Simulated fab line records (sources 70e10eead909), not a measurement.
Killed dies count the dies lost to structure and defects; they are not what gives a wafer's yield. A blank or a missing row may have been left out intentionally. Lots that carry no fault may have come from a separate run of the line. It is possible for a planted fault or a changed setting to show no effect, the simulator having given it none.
fab line records ; flow nand_harc ; part 1 of 2: steps 1 to 23 of 33
record: lots: 5; wafers: 15; last_day: 33
route steps=1302 shown P_M2@327 P_BONDPAD@351
lots that met no fault: from a run of the same line without faults
start_h: the number of hours between the record's first day and the start of the first shown wafer of the lot ; wait_h: hours since the lot's step before ; " identical to the entry in the row above ; L1.1+2: a single row standing in for several wafers ; - either no value or no given start ; * or withheld: withheld ; < > ~ a bound
route shown NAME@n: NAME is a module with steps in the file, n the number in the route of the first one ; usual: mean/standard deviation of fault-free wafers ; same: alike in all rows ; chamber/n: place in a boat ; sites: per-site readings ; _std_site: the standard deviation of these ; _edge_site: mean of outer sites minus mean of inner sites ; radius_mm: how far each site lies from the wafer's centre ; mask NAME#n: copy n ; behind: the last tool/chamber to shape the wafer ; hold: why the lot went on hold/how many hours it stayed there/how the hold came to an end ; device: whichever transistor did not switch (one of n, p or np) ; end of line: the route-end tests of the same wafers ; for a step that has no rows: nothing shown but its recipe ; killed: dies that structure and defects cost at the first sort, which is not the same as the wafer's yield ; map: shows each die of a wafer: x if killed, . if not, _ if none is there
set.NAME: setting as actually run; set.NAME@STEP: the setting as run at that earlier step ; model.NAME: the simulator's own value behind a step, which no gauge read
lots seen at some steps along the route; tables by step, rows by wafer
services: from which hour (start_h, from the record's first day; less than 0 if before it) a tool's chamber was out of use, for how many hours, and why
== steps ==
step: NHARC_P_M2_DEVELOP_08
recipe: develop_time_s: 35; dev_temp_c: 23
usual: resist_line_temp_C: 22.97/0.087
lot.wafer;tool;chamber;start_h;wait_h;resist_line_temp_C
L074.1;litho_track-01;0;-;-;23.12
L074.5;litho_track-01;0;-;-;23.04
L074.6;litho_track-01;0;-;-;23.05
L087.2;litho_track-04;0;-;-;22.97
L087.4;litho_track-04;0;-;-;22.91
L087.5;litho_track-04;0;-;-;22.85
L091.2;litho_track-06;0;-;-;22.97
L091.4;litho_track-06;0;-;-;22.95
L091.6;litho_track-06;0;-;-;22.97
L093.1;litho_track-01;0;-;-;23.03
L093.2;litho_track-01;0;-;-;22.95
L093.4;litho_track-01;0;-;-;23.02
L097.1;litho_track-04;0;-;-;22.97
L097.5;litho_track-04;0;-;-;22.91
L097.6;litho_track-04;0;-;-;22.92
step: NHARC_P_M2_CD_MEAS_09
recipe: target_cd_nm: 170; landing_energy_ev: 500
usual: cd_nm: 170.0/0.75
lot.wafer;tool;chamber;start_h;wait_h;cd_nm
L074.1;cd_sem-03;0;133.89;-;170.3
L074.5;cd_sem-03;0;133.89;-;170.0
L074.6;cd_sem-03;0;133.89;-;170.6
L087.2;cd_sem-03;0;275.63;-;170.5
L087.4;cd_sem-03;0;275.63;-;168.5
L087.5;cd_sem-03;0;275.63;-;170.0
L091.2;cd_sem-02;0;300.61;-;171.6
L091.4;cd_sem-02;0;300.61;-;169.8
L091.6;cd_sem-02;0;300.61;-;171.5
L093.1;cd_sem-02;0;321.10;-;170.2
L093.2;cd_sem-02;0;321.10;-;170.3
L093.4;cd_sem-02;0;321.10;-;170.1
L097.1;cd_sem-02;0;357.68;-;169.4
L097.5;cd_sem-02;0;357.68;-;169.8
L097.6;cd_sem-02;0;357.68;-;169.6
step: NHARC_P_M2_OVL_MEAS_10
recipe: pitch_nm: 340
usual: overlay_x_nm: 0.3/0.66; overlay_y_nm: -0.2/0.78
lot.wafer;tool;chamber;start_h;wait_h;overlay_x_nm;overlay_y_nm
L074.1;overlay-02;-;133.97;-;1.3;0.6
L074.5;overlay-02;-;133.97;-;1.1;0.4
L074.6;overlay-02;-;133.97;-;1.0;0.0
L087.2;overlay-01;-;275.71;-;0.2;0.4
L087.4;overlay-01;-;275.71;-;0.5;-0.2
L087.5;overlay-01;-;275.71;-;0.6;1.0
L091.2;overlay-02;-;300.69;-;1.5;-0.8
L091.4;overlay-02;-;300.69;-;1.3;-0.4
L091.6;overlay-02;-;300.69;-;1.5;-1.0
L093.1;overlay-01;-;321.18;-;0.8;0.4
L093.2;overlay-01;-;321.18;-;0.7;-0.3
L093.4;overlay-01;-;321.18;-;0.3;0.1
L097.1;overlay-02;-;357.77;-;-0.8;-0.3
L097.5;overlay-02;-;357.77;-;-1.0;-0.4
L097.6;overlay-02;-;357.77;-;-0.9;0.1
step: NHARC_P_M2_INSPECT_11
usual: raw_defect_count: 5/3.7
lot.wafer;tool;chamber;start_h;wait_h;raw_defect_count
L074.1;defect_inspect-02;-;134.01;0.0;10
L074.5;defect_inspect-02;-;134.01;0.0;8
L074.6;defect_inspect-02;-;134.01;0.0;8
L087.2;defect_inspect-02;-;275.75;0.0;8
L087.4;defect_inspect-02;-;275.75;0.0;5
L087.5;defect_inspect-02;-;275.75;0.0;2
L091.2;defect_inspect-02;-;300.73;0.0;8
L091.4;defect_inspect-02;-;300.73;0.0;9
L091.6;defect_inspect-02;-;300.73;0.0;11
L093.1;defect_inspect-02;-;321.22;0.0;5
L093.2;defect_inspect-02;-;321.22;0.0;5
L093.4;defect_inspect-02;-;321.22;0.0;9
L097.1;defect_inspect-01;-;357.81;0.0;1
L097.5;defect_inspect-01;-;357.81;0.0;7
L097.6;defect_inspect-01;-;357.81;0.0;1
step: NHARC_P_M2_DESCUM_14
recipe: time_s: 3; o2_flow_sccm: 200; ar_flow_sccm: 0; bias_power_w: 0; chemistry: O2
usual: drypump_motor_current_A: 5.8/0.39; oes_product_au: 0.996/0.014; rf_vpp_V: 57.9/0.87; showerhead_plenum_p_Torr: 1.91/0.058; throttle_valve_pct: 11.312/0.0097
same: bias_power_w: 0
lot.wafer;tool;chamber;start_h;wait_h;drypump_motor_current_A;oes_product_au;rf_hours_counter_h;rf_vpp_V;showerhead_plenum_p_Torr;throttle_valve_pct
L074.1;rie_diel-02;0;134.08;0.1;5.5;1.002;4.4;57.9;1.90;11.314
L074.5;rie_diel-02;3;134.08;0.1;5.9;0.980;-;58.0;1.92;11.322
L074.6;rie_diel-02;0;134.08;0.1;5.5;1.009;-;57.9;1.90;11.318
L087.4;rie_diel-02;2;275.82;0.1;5.4;0.990;3.0;57.2;1.89;11.302
L087.2;rie_diel-02;3;275.82;0.1;5.9;0.979;2.3;56.7;1.92;11.297
L087.5;rie_diel-02;2;275.82;0.1;5.4;0.984;-;59.0;1.89;11.320
L091.4;rie_diel-02;3;300.79;0.1;5.9;0.972;2.8;57.0;1.92;11.312
L091.2;rie_diel-02;2;300.79;0.1;5.4;0.973;3.5;57.4;1.89;11.311
L091.6;rie_diel-02;0;300.79;0.1;5.6;1.001;-;58.3;1.89;11.322
L093.1;rie_diel-02;1;321.28;0.1;6.1;0.976;4.5;57.0;1.97;11.318
L093.2;rie_diel-02;3;321.28;0.1;5.9;0.989;4.8;58.2;1.92;11.318
L093.4;rie_diel-02;0;321.28;0.1;5.6;1.014;4.6;58.6;1.89;11.301
L097.1;rie_diel-02;0;357.89;0.1;5.6;1.003;6.9;58.4;1.89;11.312
L097.5;rie_diel-02;1;357.89;0.1;6.1;0.968;-;58.9;1.97;11.317
L097.6;rie_diel-02;2;357.89;0.1;5.4;0.990;-;58.7;1.89;11.305
step: NHARC_P_M2_ETCH_35
recipe: target_depth_a: 400; overetch_a: 120; time_s: 43.94; ion_energy_ev: 200; n2_flow_sccm: 150; h2_flow_sccm: 150; ar_flow_sccm: 0; rf_w: 400; bias_w: 150; chemistry: N2/H2
usual: drypump_motor_current_A: 5.7/0.41; oes_product_au: 0.997/0.015; rf_vpp_V: 430.2/2.1; showerhead_plenum_p_Torr: 2.03/0.064; throttle_valve_pct: 14.171/0.0094
lot.wafer;tool;chamber;start_h;wait_h;drypump_motor_current_A;oes_product_au;rf_hours_counter_h;rf_vpp_V;showerhead_plenum_p_Torr;throttle_valve_pct
L074.1;rie_diel-02;1;134.16;0.1;6.1;0.981;3.9;431.9;2.11;14.183
L074.5;rie_diel-02;0;134.16;0.1;5.5;1.006;-;430.0;2.02;14.175
L074.6;rie_diel-02;1;134.16;0.1;6.1;0.984;-;432.0;2.11;14.161
L087.4;rie_diel-02;0;275.90;0.1;5.6;1.006;2.4;429.2;2.02;14.187
L087.2;rie_diel-02;3;275.90;0.1;5.9;0.980;2.3;431.7;2.05;14.185
L087.5;rie_diel-02;1;275.90;0.1;6.1;0.977;-;432.4;2.11;14.176
L091.4;rie_diel-02;1;300.88;0.1;6.1;0.976;3.3;432.6;2.10;14.172
L091.2;rie_diel-02;2;300.88;0.1;5.4;0.974;3.5;429.8;2.01;14.183
L091.6;rie_diel-02;1;300.88;0.1;6.1;0.975;-;430.5;2.11;14.181
L093.1;rie_diel-02;0;321.37;0.1;5.5;1.025;4.6;430.6;2.02;14.174
L093.4;rie_diel-02;1;321.37;0.1;6.1;0.969;4.5;433.2;2.10;14.163
L093.2;rie_diel-02;3;321.37;0.1;5.9;0.974;4.8;430.9;2.05;14.172
L097.1;rie_diel-02;0;357.97;0.1;5.6;1.024;6.9;429.7;2.02;14.164
L097.6;rie_diel-02;0;357.97;0.1;5.6;1.007;-;428.9;2.02;14.163
L097.5;rie_diel-02;1;357.97;0.1;6.1;0.983;-;432.9;2.10;14.171
step: NHARC_P_M2_ETCH_15
recipe: target_depth_a: 1825; time_s: 91.2; c4f8_flow_sccm: withheld; ar_flow_sccm: 400; rf_w: 600; bias_w: 300; chemistry: C4F8/Ar
usual: oes_product_au: 0.937/0.025; rf_vpp_V: 440.6/1.9
lot.wafer;tool;chamber;start_h;wait_h;oes_product_au;rf_hours_counter_h;rf_vpp_V
L074.1;rie_diel-02;3;-;-;0.905;4.4;440.9
L074.6;rie_diel-02;3;-;-;0.907;-;441.6
L074.5;rie_diel-02;0;-;-;0.924;-;440.8
L087.4;rie_diel-02;2;-;-;0.926;3.0;440.6
L087.2;rie_diel-02;3;-;-;0.934;2.3;441.4
L087.5;rie_diel-02;1;-;-;0.928;-;440.7
L091.4;rie_diel-02;1;-;-;0.900;3.3;441.9
L091.2;rie_diel-02;3;-;-;0.908;2.8;441.0
L091.6;rie_diel-02;1;-;-;0.907;-;444.5
L093.1;rie_diel-02;1;-;-;0.900;4.5;442.8
L093.4;rie_diel-02;2;-;-;0.903;5.3;439.9
L093.2;rie_diel-02;3;-;-;0.905;4.8;439.9
L097.1;rie_diel-02;1;-;-;0.939;7.0;441.5
L097.6;rie_diel-02;0;-;-;0.965;-;440.2
L097.5;rie_diel-02;1;-;-;0.936;-;442.9
step: NHARC_P_M2_CD_MEAS_16
usual: cd_nm: 169.8/1.1
lot.wafer;tool;chamber;start_h;wait_h;cd_nm
L074.1;cd_sem-01;-;134.38;-;169.6
L074.5;cd_sem-01;-;134.38;-;171.7
L074.6;cd_sem-01;-;134.38;-;169.7
L087.2;cd_sem-03;-;276.12;-;170.5
L087.4;cd_sem-03;-;276.12;-;168.8
L087.5;cd_sem-03;-;276.12;-;170.2
L091.2;cd_sem-02;-;301.10;-;171.4
L091.4;cd_sem-02;-;301.10;-;170.4
L091.6;cd_sem-02;-;301.10;-;171.9
L093.1;cd_sem-01;-;321.59;-;170.9
L093.2;cd_sem-01;-;321.59;-;170.0
L093.4;cd_sem-01;-;321.59;-;169.9
L097.1;cd_sem-01;-;358.22;-;168.5
L097.5;cd_sem-01;-;358.22;-;170.6
L097.6;cd_sem-01;-;358.22;-;168.6
step: NHARC_P_M2_STRIP_18
recipe: power_w: 1000; n2_flow_sccm: 150; h2_flow_sccm: 150; ar_flow_sccm: 0; bias_w: 0; chemistry: N2/H2
usual: drypump_motor_current_A: 5.7/0.46; oes_product_au: 0.999/0.015; rf_vpp_V: 90.6/0.96; showerhead_plenum_p_Torr: 2.02/0.067; throttle_valve_pct: 14.171/0.0084
lot.wafer;tool;chamber;start_h;wait_h;drypump_motor_current_A;oes_product_au;rf_hours_counter_h;rf_vpp_V;showerhead_plenum_p_Torr;throttle_valve_pct
L074.1;rie_diel-10;3;134.48;0.1;6.7;0.987;3.3;89.1;1.94;14.171
L074.5;rie_diel-10;2;134.48;0.1;5.1;0.999;-;90.1;1.94;14.179
L074.6;rie_diel-10;3;134.48;0.1;6.6;0.987;-;89.6;1.94;14.163
L087.4;rie_diel-05;2;276.24;0.1;6.1;0.976;1.6;92.3;2.14;14.177
L087.2;rie_diel-05;3;276.24;0.1;6.1;1.019;1.7;89.2;1.99;14.181
L087.5;rie_diel-05;0;276.24;0.1;6.0;1.020;-;89.0;1.94;14.186
L091.2;rie_diel-02;1;301.20;0.1;6.1;0.988;3.3;90.1;2.11;14.180
L091.4;rie_diel-02;2;301.20;0.1;5.4;0.972;3.6;90.6;2.01;14.180
L091.6;rie_diel-02;0;301.20;0.1;5.6;1.021;-;90.6;2.02;14.170
L093.4;rie_diel-05;1;321.66;0.1;5.3;0.991;4.2;90.9;2.09;14.179
L093.1;rie_diel-05;2;321.66;0.1;6.1;0.981;4.2;91.2;2.14;14.174
L093.2;rie_diel-05;3;321.66;0.1;6.1;1.010;4.2;89.5;1.99;14.167
L097.1;rie_diel-10;3;358.37;0.1;6.6;0.970;7.0;90.3;1.93;14.175
L097.6;rie_diel-10;0;358.37;0.1;5.0;0.993;-;91.4;2.04;14.167
L097.5;rie_diel-10;1;358.37;0.1;5.6;0.986;-;90.3;1.97;14.166
step: NHARC_P_M2_ETCH_28
recipe: target_depth_a: 300; over_etch_frac: 0.3; time_s: 72.99; ion_energy_ev: 150; cf4_flow_sccm: 50; n2_flow_sccm: 100; ar_flow_sccm: 150; rf_w: 300; bias_w: 100; chemistry: CF4/N2
usual: drypump_motor_current_A: 5.7/0.46; oes_product_au: 0.998/0.014; rf_vpp_V: 313.9/1.6; showerhead_plenum_p_Torr: 2.60/0.078; throttle_valve_pct: 19.794/0.0097
lot.wafer;tool;chamber;start_h;wait_h;drypump_motor_current_A;oes_product_au;rf_hours_counter_h;rf_vpp_V;showerhead_plenum_p_Torr;throttle_valve_pct
L074.1;rie_diel-10;3;-;-;6.6;0.994;3.3;312.2;2.51;19.784
L074.6;rie_diel-10;3;-;-;6.7;0.989;-;311.6;2.51;19.790
L074.5;rie_diel-10;0;-;-;5.0;1.014;-;314.7;2.63;19.805
L087.2;rie_diel-05;3;-;-;6.1;1.019;1.7;313.6;2.57;19.795
L087.4;rie_diel-05;0;-;-;6.0;1.009;1.8;311.8;2.51;19.802
L087.5;rie_diel-05;2;-;-;6.2;0.977;-;316.3;2.75;19.784
L091.4;rie_diel-02;2;-;-;5.4;0.967;3.6;312.7;2.59;19.770
L091.2;rie_diel-02;3;-;-;5.9;0.977;2.9;315.1;2.64;19.794
L091.6;rie_diel-02;1;-;-;6.1;0.992;-;316.0;2.70;19.802
L093.1;rie_diel-05;1;-;-;5.3;1.008;4.3;316.9;2.69;19.799
L093.2;rie_diel-05;2;-;-;6.2;0.996;4.3;315.8;2.75;19.782
L093.4;rie_diel-05;3;-;-;6.1;1.019;4.2;314.1;2.57;19.786
L097.1;rie_diel-10;0;-;-;5.1;1.002;7.1;313.2;2.62;19.788
L097.6;rie_diel-10;0;-;-;5.1;1.007;-;315.1;2.62;19.801
L097.5;rie_diel-10;1;-;-;5.5;0.999;-;312.0;2.54;19.795
step: NHARC_P_M2_STRIP_19
recipe: time_s: 600; temp_c: 30; chemistry: post_etch_residue_remover
lot.wafer;tool;chamber;start_h;wait_h
L074.6+1+5;wet_bench-08;4,5,7;134.84;-
L087.4+2+5;wet_bench-08;3,4,7;276.56;-
L091.2+4+6;wet_bench-10;3,6,0;301.54;-
L093.4+2+1;wet_bench-08;6,7,1;322.06;-
L097.6+5+1;wet_bench-08;3,4,7;358.67;-
step: NHARC_P_M2_DEGAS_29
recipe: temp_c: 250; time_s: 60
usual: heater_power_w: 327/32
lot.wafer;tool;chamber;start_h;wait_h;heater_power_w
L074.1;pvd_sputter-03;-;135.09;-;291
L074.5;pvd_sputter-03;-;135.09;-;291
L074.6;pvd_sputter-03;-;135.09;-;326
L087.4;pvd_sputter-01;-;276.83;-;296
L087.2;pvd_sputter-01;-;276.83;-;314
L087.5;pvd_sputter-01;-;276.83;-;303
L091.4;pvd_sputter-03;-;301.82;-;348
L091.2;pvd_sputter-03;-;301.82;-;373
L091.6;pvd_sputter-03;-;301.82;-;296
L093.2;pvd_sputter-02;-;322.32;-;345
L093.1;pvd_sputter-02;-;322.32;-;289
L093.4;pvd_sputter-02;-;322.32;-;412
L097.1;pvd_sputter-03;-;358.93;-;340
L097.6;pvd_sputter-03;-;358.93;-;333
L097.5;pvd_sputter-03;-;358.93;-;379
step: NHARC_P_M2_PRE_CLEAN_30
recipe: time_s: 30; temp_c: 280; gas: H2/He
usual: heater_power_w: 400/36
lot.wafer;tool;chamber;start_h;wait_h;heater_power_w
L074.1;pvd_sputter-03;-;-;-;392
L074.6;pvd_sputter-03;-;-;-;393
L074.5;pvd_sputter-03;-;-;-;459
L087.2;pvd_sputter-01;-;-;-;411
L087.4;pvd_sputter-01;-;-;-;369
L087.5;pvd_sputter-01;-;-;-;405
L091.2;pvd_sputter-03;-;-;-;369
L091.4;pvd_sputter-03;-;-;-;452
L091.6;pvd_sputter-03;-;-;-;364
L093.2;pvd_sputter-02;-;-;-;418
L093.1;pvd_sputter-02;-;-;-;413
L093.4;pvd_sputter-02;-;-;-;354
L097.1;pvd_sputter-03;-;-;-;367
L097.5;pvd_sputter-03;-;-;-;363
L097.6;pvd_sputter-03;-;-;-;371
step: NHARC_P_M2_PVD_20
recipe: target_thk_a: 50; bias_v: 168.6; power_w: 15000; chamber_pressure_pa: 0.12; time_s: 8.06; substrate_temp_c: 50; material: TaN
usual: chamber_pressure_pa: 0.12004/0.00026; throttle_valve_pct: 30.3/1.3
lot.wafer;tool;chamber;start_h;wait_h;chamber_pressure_pa;throttle_valve_pct
L074.1;pvd_sputter-03;-;-;-;0.12;29.8
L074.6;pvd_sputter-03;-;-;-;0.12005;30.6
L074.5;pvd_sputter-03;-;-;-;0.11961;29.9
L087.4;pvd_sputter-01;-;-;-;0.1199;29.5
L087.2;pvd_sputter-01;-;-;-;0.12046;30.9
L087.5;pvd_sputter-01;-;-;-;0.11994;29.0
L091.4;pvd_sputter-03;-;-;-;0.11985;30.5
L091.2;pvd_sputter-03;-;-;-;0.12017;26.9
L091.6;pvd_sputter-03;-;-;-;0.12017;31.4
L093.4;pvd_sputter-02;-;-;-;0.11987;31.2
L093.2;pvd_sputter-02;-;-;-;0.11969;30.1
L093.1;pvd_sputter-02;-;-;-;0.12035;31.0
L097.1;pvd_sputter-03;-;-;-;0.12014;30.7
L097.5;pvd_sputter-03;-;-;-;0.12006;31.3
L097.6;pvd_sputter-03;-;-;-;0.12003;30.9
step: NHARC_P_M2_PVD_21
recipe: target_thk_a: 300; chamber_pressure_pa: 5; power_w: 5000; substrate_temp_c: 30; time_s: 20.49; material: Cu
usual: chamber_pressure_pa: 4.999/0.01; throttle_valve_pct: 30.2/1.3
lot.wafer;tool;chamber;start_h;wait_h;chamber_pressure_pa;throttle_valve_pct
L074.1;pvd_sputter-03;-;-;-;5.011;30.5
L074.6;pvd_sputter-03;-;-;-;4.983;30.7
L074.5;pvd_sputter-03;-;-;-;4.997;29.6
L087.2;pvd_sputter-01;-;-;-;5.006;29.1
L087.4;pvd_sputter-01;-;-;-;4.995;30.7
L087.5;pvd_sputter-01;-;-;-;4.989;29.5
L091.4;pvd_sputter-03;-;-;-;5.011;30.7
L091.2;pvd_sputter-03;-;-;-;4.983;27.0
L091.6;pvd_sputter-03;-;-;-;4.988;27.0
L093.1;pvd_sputter-02;-;-;-;5.007;30.0
L093.2;pvd_sputter-02;-;-;-;5.022;31.4
L093.4;pvd_sputter-02;-;-;-;4.996;29.7
L097.1;pvd_sputter-03;-;-;-;5.007;31.4
L097.6;pvd_sputter-03;-;-;-;4.987;30.8
L097.5;pvd_sputter-03;-;-;-;5.000;29.6
step: NHARC_P_M2_ECD_22
recipe: target_thk_a: 4000; bath_temp_c: 25; material: Cu
lot.wafer;tool;chamber;start_h;wait_h
L074.1+6+5;ecd_cu-01;0,0,1;135.46;-
L087.2+4+5;ecd_cu-01;0,1,0;277.27;-
L091.2+4+6;ecd_cu-02;1,0,0;302.22;-
L093.2+1+4;ecd_cu-02;1,0,1;322.69;-
L097.1+5+6;ecd_cu-01;0,0,1;359.29;-
step: NHARC_P_M2_ANNEAL_31
recipe: temp_c: 225; time_s: 90
usual: anneal_temp_c_max: 225.94/0.24; wafer_temp_C_max: 226.21/0.28
lot.wafer;tool;chamber;start_h;wait_h;anneal_temp_c_max;wafer_temp_C_max
L074.1;rtp_anneal-02;0;135.83;-;225.93;226.10
L074.5;rtp_anneal-02;0;135.83;-;226.23;226.23
L074.6;rtp_anneal-02;0;135.83;-;226.12;225.91
L087.2;rtp_anneal-02;0;277.65;0.3;226.23;225.78
L087.4;rtp_anneal-02;0;277.65;0.3;226.23;225.85
L087.5;rtp_anneal-02;0;277.65;0.3;226.63;226.15
L091.2;rtp_anneal-02;0;302.59;-;226.30;225.93
L091.4;rtp_anneal-02;0;302.59;-;226.09;226.36
L091.6;rtp_anneal-02;0;302.59;-;226.08;226.59
L093.1;rtp_anneal-01;0;323.07;0.3;225.98;226.03
L093.2;rtp_anneal-01;0;323.07;0.3;226.15;226.04
L093.4;rtp_anneal-01;0;323.07;0.3;226.12;226.17
L097.1;rtp_anneal-01;0;359.67;0.3;226.01;225.52
L097.5;rtp_anneal-01;0;359.67;0.3;225.94;226.34
L097.6;rtp_anneal-01;0;359.67;0.3;225.72;225.76
step: NHARC_P_M2_CMP_23
recipe: t_overpolish_s: 20; target_thk_nm: 144.3
usual: motor_current_A: 11.6/1.4; retaining_ring_pressure_frac: 1.000/0.0049; time_to_endpoint_s: 28/3.9
lot.wafer;tool;chamber;start_h;wait_h;motor_current_A;retaining_ring_pressure_frac;time_to_endpoint_s
L074.1;cmp-03;0;136.18;-;11.0;1.000;32
L074.6;cmp-03;0;136.18;-;10.6;0.999;33
L074.5;cmp-03;1;136.18;-;12.4;0.997;31
L087.2;cmp-04;3;278.00;-;11.6;1.001;31
L087.4;cmp-04;0;278.00;-;10.1;1.004;30
L087.5;cmp-04;1;278.00;-;13.8;0.996;30
L091.4;cmp-02;0;302.89;-;10.1;0.996;29
L091.2;cmp-02;1;302.89;-;12.1;0.996;29
L091.6;cmp-02;1;302.89;-;11.2;0.999;29
L093.2;cmp-02;3;323.44;-;10.7;1.009;27
L093.4;cmp-02;0;323.44;-;9.5;0.995;25
L093.1;cmp-02;1;323.44;-;12.1;1.004;27
L097.1;cmp-03;1;360.07;-;12.1;0.998;37
L097.5;cmp-03;3;360.07;-;9.3;0.992;27
L097.6;cmp-03;0;360.07;-;11.2;0.993;39
step: NHARC_P_M2_THK_MEAS_24
recipe: thk_meas_gauge: xrf
usual: thk_nm: 144.1/1.8
lot.wafer;tool;chamber;start_h;wait_h;thk_nm
L074.1;film_metro-01;-;136.49;-;145.7
L074.5;film_metro-01;-;136.49;-;144.7
L074.6;film_metro-01;-;136.49;-;147.6
L087.2;film_metro-02;-;278.26;-;147.3
L087.4;film_metro-02;-;278.26;-;143.3
L087.5;film_metro-02;-;278.26;-;143.5
L091.2;film_metro-01;-;303.21;-;142.7
L091.4;film_metro-01;-;303.21;-;141.9
L091.6;film_metro-01;-;303.21;-;143.2
L093.1;film_metro-01;-;323.73;-;143.5
L093.2;film_metro-01;-;323.73;-;140.9
L093.4;film_metro-01;-;323.73;-;144.2
L097.1;film_metro-02;-;360.33;-;146.4
L097.5;film_metro-02;-;360.33;-;144.0
L097.6;film_metro-02;-;360.33;-;147.2
step: NHARC_P_M2_SRD_25
lot.wafer;tool;chamber;start_h;wait_h
L074.5+1+6;wet_bench-08;2,4,6;136.53;0.0
L087.2+4+5;wet_bench-10;6,7,3;278.30;0.0
L091.4+6+2;wet_bench-08;2,4,6;303.25;0.0
L093.4+1+2;wet_bench-08;5,7,0;323.77;0.0
L097.5+6+1;wet_bench-10;6,1,3;360.37;0.0
step: NHARC_P_M2_INSPECT_27
usual: raw_defect_count: 295/110
lot.wafer;tool;chamber;start_h;wait_h;raw_defect_count
L074.1;defect_inspect-01;-;136.65;0.0;217
L074.5;defect_inspect-01;-;136.65;0.0;193
L074.6;defect_inspect-01;-;136.65;0.0;240
L087.2;defect_inspect-02;-;278.42;0.0;222
L087.4;defect_inspect-02;-;278.42;0.0;270
L087.5;defect_inspect-02;-;278.42;0.0;201
L091.2;defect_inspect-02;-;303.36;0.0;298
L091.4;defect_inspect-02;-;303.36;0.0;301
L091.6;defect_inspect-02;-;303.36;0.0;296
L093.1;defect_inspect-02;-;323.89;0.0;386
L093.2;defect_inspect-02;-;323.89;0.0;160
L093.4;defect_inspect-02;-;323.89;0.0;242
L097.1;defect_inspect-02;-;360.48;0.0;323
L097.5;defect_inspect-02;-;360.48;0.0;373
L097.6;defect_inspect-02;-;360.48;0.0;278
step: NHARC_P_M2_PRE_CLEAN_32
recipe: time_s: 12; temp_c: 370; rf_power_w: 300; gas: NH3
usual: heater_power_w: 605/84
lot.wafer;tool;chamber;start_h;wait_h;heater_power_w
L074.1;pecvd-03;2;136.72;0.1;476
L074.5;pecvd-03;2;136.72;0.1;466
L074.6;pecvd-03;0;136.72;0.1;599
L087.2;pecvd-02;2;278.51;0.1;556
L087.5;pecvd-02;1;278.51;0.1;534
L087.4;pecvd-02;2;278.51;0.1;549
L091.2;pecvd-03;2;303.43;0.1;548
L091.6;pecvd-03;2;303.43;0.1;550
L091.4;pecvd-03;1;303.43;0.1;524
L093.1;pecvd-03;1;323.96;0.1;622
L093.2;pecvd-03;0;323.96;0.1;631
L093.4;pecvd-03;2;323.96;0.1;579
L097.1;pecvd-03;1;360.56;0.1;532
L097.6;pecvd-03;1;360.56;0.1;525
L097.5;pecvd-03;2;360.56;0.1;519
step: NHARC_P_M2_DEP_33
recipe: target_thk_a: 300; temp_c: 370; target_thk_nm: 30; pressure_torr: 3; flow_sccm: 200; rf_w: 450; material: SiCN
usual: heater_power_w: 556/82
lot.wafer;tool;chamber;start_h;wait_h;heater_power_w
L074.1;pecvd-03;2;136.80;0.1;485
L074.5;pecvd-03;2;136.80;0.1;491
L074.6;pecvd-03;0;136.80;0.1;493
L087.2;pecvd-02;2;278.65;0.1;471
L087.5;pecvd-02;1;278.65;0.1;495
L087.4;pecvd-02;2;278.65;0.1;478
L091.2;pecvd-03;2;303.51;0.1;479
L091.6;pecvd-03;2;303.51;0.1;472
L091.4;pecvd-03;1;303.51;0.1;495
L093.1;pecvd-03;1;324.04;0.1;551
L093.2;pecvd-03;0;324.04;0.1;556
L093.4;pecvd-03;2;324.04;0.1;477
L097.1;pecvd-03;1;360.67;0.1;533
L097.6;pecvd-03;1;360.67;0.1;539
L097.5;pecvd-03;2;360.67;0.1;534
